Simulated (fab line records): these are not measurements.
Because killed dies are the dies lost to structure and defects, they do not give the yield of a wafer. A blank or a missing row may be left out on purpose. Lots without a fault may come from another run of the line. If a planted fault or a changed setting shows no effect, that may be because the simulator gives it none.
Matching of chambers    flow n5Finfet    aldSin-02 running N5_STI_FIN_REVEAL_ALD_14: 4 sister chambers
The step deposits Si3N4, target thk 3 nm. 20 wafers are shown with their chamber, then 10 later ones without.

## WAFERS, EACH WITH ITS CHAMBER
wafer   chamber  heaterPowerW (W)  heaterPowerOuterW (W)  susceptorTempC (C)
L075.2  3        940               637                    399.84
L075.3  1        937               596                    399.79
L075.5  0        780               488                    399.72
L078.1  3        938               597                    400.28
L078.3  1        938               604                    400.12
L078.4  0        786               508                    400.08
L080.3  3        927               614                    400.26
L080.5  2        987               601                    400.24
L080.6  3        925               625                    400.25
L082.1  3        936               612                    400.27
L082.2  2        958               612                    399.94
L082.6  2        968               602                    399.96
L084.1  0        767               489                    400.03
L084.5  2        985               600                    399.66
L084.6  1        934               599                    400.32
L087.2  3        941               639                    400.52
L087.5  2        939               616                    399.84
L087.6  3        940               625                    400.16
L088.3  0        771               500                    400.06
L088.5  0        758               488                    399.90

SIGNATURES (means of the wafers above)
reading            chamber 0  chamber 1  chamber 2  chamber 3  scatter within a chamber
heaterPowerW       772.40     936.33     967.40     935.29     12.1
heaterPowerOuterW  494.60     599.67     606.20     621.29     10.9
susceptorTempC     399.9580   400.0767   399.9280   400.2257   0.203
Rule: a wafer's distance from a chamber is the root of the sum, over the readings, of the square of ((its reading less the chamber's mean) divided by the reading's scatter). The wafer belongs to the nearest chamber; if the next one is less than 2 further off, it can't be placed. The scatter: take each reading less its chamber's mean, square it, sum over the shown wafers, divide by the number of wafers less the number of chambers, and take the root.

## WAFERS WHOSE CHAMBER IS MISSING
wafer   heaterPowerW (W)  heaterPowerOuterW (W)  susceptorTempC (C)
L088.6  933               631                    399.83
L089.1  988               626                    400.32
L089.3  944               586                    400.07
L089.6  933               589                    399.86
L094.1  954               606                    399.85
L094.2  786               499                    399.87
L094.5  800               496                    399.84
L095.1  954               608                    400.20
L095.4  967               636                    400.46
L095.6  918               626                    400.17

## WHICH CHAMBER EACH WENT THROUGH
wafer   from the rows above           in truth
L088.6  can't be placed: 3 or 1 or 2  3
L089.1  can't be placed: 2 or 3 or 1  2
L089.3  can't be placed: 1 or 2       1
L089.6  can't be placed: 1 or 2       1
L094.1  can't be placed: 2 or 1 or 3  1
L094.2  0                             0
L094.5  0                             0
L095.1  can't be placed: 2 or 1 or 3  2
L095.4  can't be placed: 3 or 2 or 1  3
L095.6  can't be placed: 3 or 1       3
Correctly placed: 2 of 10. From these rows, 8 cannot be placed; in 8 the true chamber is one of the candidates. 0 placed wrongly.
